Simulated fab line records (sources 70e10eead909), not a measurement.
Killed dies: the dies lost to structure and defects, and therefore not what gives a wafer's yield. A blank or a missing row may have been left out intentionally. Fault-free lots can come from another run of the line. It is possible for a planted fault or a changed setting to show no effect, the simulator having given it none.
Code-filled problem report in 8D (eight disciplines) form    flow nand harc    the parts of the form that need people (team, actions taken, sign-off) are left out

1. THE PROBLEM
Mean of rf fwd power W at NHARC_A_BONDPAD_ETCH_12: 297.5 W across 6 wafers in 2 lots; on wafers with no fault it is 497.8 W (standard deviation 1.6). So: -99 or more standard deviations from the usual mean.
The step: etches the open film in CHF3/O2, target depth 220 nm, time 110 s.
Earliest sighting: wafer L866.1 on rie diel-05 at day 20 17:07. At this step, 18 wafers from 6 lots have a number in the record. Rule for "out" (also "out of limits"): further than 4 standard deviations from the usual mean. All remaining wafers that have a number are taken as sound.

2. WHAT IT IS, AND WHAT IT ISN'T
question                     is                              is not
which readings at this step  rf fwd power W, oes product au  drypump motor current A, rf vpp V, showerhead plenum p Torr
which lots                   L864, L866                      L856, L859, L871, L872
which wafers of those lots   all that have a number          -
read on which tools          rie diel-05                     rie diel-07
when                         from day 20 17:07               up to then (6 sound wafers); but 6 sound wafers of L871, L872 came after

3. WHAT RULES OUT EACH SUSPECT
Counting: a tool stays on the suspect list if, at a process step up to the reading, it processed all lots that are out and no sound lot following the first of them.
- rie diel-05 at NHARC_A_BONDPAD_DESCUM_11 (chemistry O2, time 3 s): kept. It ran every lot that is out, first L866 (day 20 16:55), and no sound lot after that; its last sound lot up to then is L856 (day 18 13:37).
- rie diel-05 at NHARC_A_BONDPAD_ETCH_34 (etches the open film in N2/H2, target depth 60 nm, overetch 18 nm, time 65.91 s): kept. It ran every lot that is out, first L866 (day 20 17:01), and no sound lot after that; its last sound lot up to then is L856 (day 18 13:41).
- rie diel-05 at NHARC_A_BONDPAD_ETCH_12 (etches the open film in CHF3/O2, target depth 220 nm, time 110 s): kept. It ran every lot that is out, first L866 (day 20 17:07), and no sound lot after that; its last sound lot up to then is L856 (day 18 13:46). Its own oes product au, rf fwd power W readings are out on those wafers.
rie diel-05 at NHARC_A_BONDPAD_DESCUM_11, rie diel-05 at NHARC_A_BONDPAD_ETCH_34 and rie diel-05 at NHARC_A_BONDPAD_ETCH_12 are what is left after counting.

4. THE CAUSE (what the simulator had put in)
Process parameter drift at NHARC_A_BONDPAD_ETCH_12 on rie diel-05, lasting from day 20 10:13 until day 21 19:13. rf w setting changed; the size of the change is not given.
Of the 3 suspects that counting leaves, this tool is one.

5. SEQUENCE OF EFFECTS, ordered by route
Rows list readings where the struck wafers' mean (over those with a number) sits beyond 3 standard deviations from the usual. Scope: only readings with a usual standard deviation given in the record; hours: median across lots of the time from each lot's start at the first step in this table that gives one to its start at this step; sigmas: change in usual standard deviations.
hours  step                     reading         usual       on struck wafers  change  sigmas
0      NHARC_A_BONDPAD_ETCH_12  oes product au  0.945 a.u.  0.710             -0.235  -10
0      NHARC_A_BONDPAD_ETCH_12  rf fwd power W  497.8 W     297.5             -200.3  -99 or more
Its process steps:
- NHARC_A_BONDPAD_ETCH_12: etches the open film in CHF3/O2, target depth 220 nm, time 110 s.
Later steps that measure or inspect, where all struck wafers having a row at the step show a number for every such reading and not one has moved that far: NHARC_A_BONDPAD_CD_MEAS_13.

6. WHAT WOULD HAVE CAUGHT IT SOONER
In this record no reading fell out of limits until day 20 17:07, 7 hours after the fault had begun at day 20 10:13.
